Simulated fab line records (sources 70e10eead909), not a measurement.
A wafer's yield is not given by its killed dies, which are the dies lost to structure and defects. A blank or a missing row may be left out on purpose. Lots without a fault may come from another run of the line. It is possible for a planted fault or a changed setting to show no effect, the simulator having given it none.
Chamber matching -- flow nand-harc -- 4 sister chambers for NHARC_P_BONDPAD_CMP_19 on cmp-04
The step polishes, t overpolish 30 s, cu recess touch 16 s, target thk 160.81 nm. 8 wafers are shown with their chamber, then 8 later ones without.

WAFERS, EACH WITH ITS CHAMBER
wafer,chamber,motor-current-A (A),overpolish-run-s (s)
L085.5,3,11.2,30.000
L085.6,0,13.0,29.985
L087.1,1,13.2,29.996
L087.6,0,12.9,29.991
L090.2,2,11.3,29.999
L090.3,3,10.1,29.992
L090.4,1,13.6,29.993
L092.3,2,11.6,30.013

WAFERS MISSING THEIR CHAMBER
wafer,motor-current-A (A),overpolish-run-s (s)
L092.5,13.3,30.004
L092.6,11.3,29.987
L096.1,11.3,29.996
L096.2,13.5,29.987
L096.3,11.2,30.006
L097.2,11.2,29.992
L097.4,12.6,29.998
L097.6,14.0,30.005

THE CHAMBER EACH PASSED THROUGH
wafer,from the rows above,in truth
L092.5,can't be placed: 1 or 0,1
L092.6,can't be placed: 3 or 2 or 0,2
L096.1,can't be placed: 3 or 2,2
L096.2,can't be placed: 1 or 0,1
L096.3,can't be placed: 2 or 3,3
L097.2,can't be placed: 3 or 2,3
L097.4,can't be placed: 0 or 1 or 2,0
L097.6,can't be placed: 1 or 0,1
Correct placement for 0 of the 8. Cannot be placed on the basis of these rows: 8; the candidates contain the true chamber in 8. Number placed wrongly: 0.
How it was worked out, from the rows above alone: a wafer's distance from a chamber is the root of the sum, over the readings, of the square of ((its reading less the chamber's mean) divided by the reading's scatter). If the next closest chamber is less than 2 further off than the closest, the wafer can't be placed; otherwise it belongs to the closest. The mean given for a chamber averages the wafers shown for that chamber. The scatter: take each reading less its chamber's mean, square it, sum over the shown wafers, divide by the number of wafers less the number of chambers, and take the root.
